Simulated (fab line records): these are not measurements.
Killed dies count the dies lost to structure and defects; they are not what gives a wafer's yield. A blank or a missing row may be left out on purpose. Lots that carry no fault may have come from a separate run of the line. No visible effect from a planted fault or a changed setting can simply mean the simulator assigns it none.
Matching of chambers | flow n5 finfet | 4 sister chambers for N5_BEOL_M0_SAQP_ETCH_101 on rie diel-03
The step etches SiNx in CH3F/O2, target depth 29.9 nm, time 42.7 s. 4 wafers are shown with their chamber, then 8 later ones without.

## WAFERS, EACH WITH ITS CHAMBER
wafer  | chamber | drypump motor current A (A)
L088.1 | 1       | 5.92
L088.2 | 3       | 5.71
L088.3 | 0       | 6.41
L088.4 | 2       | 6.05

## WAFERS WITHOUT THEIR CHAMBER
wafer  | drypump motor current A (A)
L088.5 | 6.05
L088.6 | 5.94
L091.4 | 6.40
L091.5 | 6.06
L091.6 | 5.94
L096.3 | 5.95
L096.5 | 6.42
L096.6 | 5.96

## WHICH CHAMBER EACH ONE RAN IN
wafer  | from the rows above | in truth
L088.5 | 2                   | 2
L088.6 | 1                   | 1
L091.4 | 0                   | 0
L091.5 | 2                   | 2
L091.6 | 1                   | 1
L096.3 | 1                   | 1
L096.5 | 0                   | 0
L096.6 | 1                   | 1
Correctly placed: 8 of 8. Left unplaced by these rows: 0. 0 placed wrongly.
How it was worked out, from the rows above alone: a wafer's distance from a chamber is the root of the sum, over the readings, of the square of ((its reading less the chamber's mean) divided by the reading's scatter). The wafer belongs to the nearest chamber; if the next one is less than 2 further off, it can't be placed. The mean given for a chamber averages the wafers shown for that chamber. The scatter: root of mean squared gap, hidden wafer to nearest shown wafer, with one shown wafer a chamber.
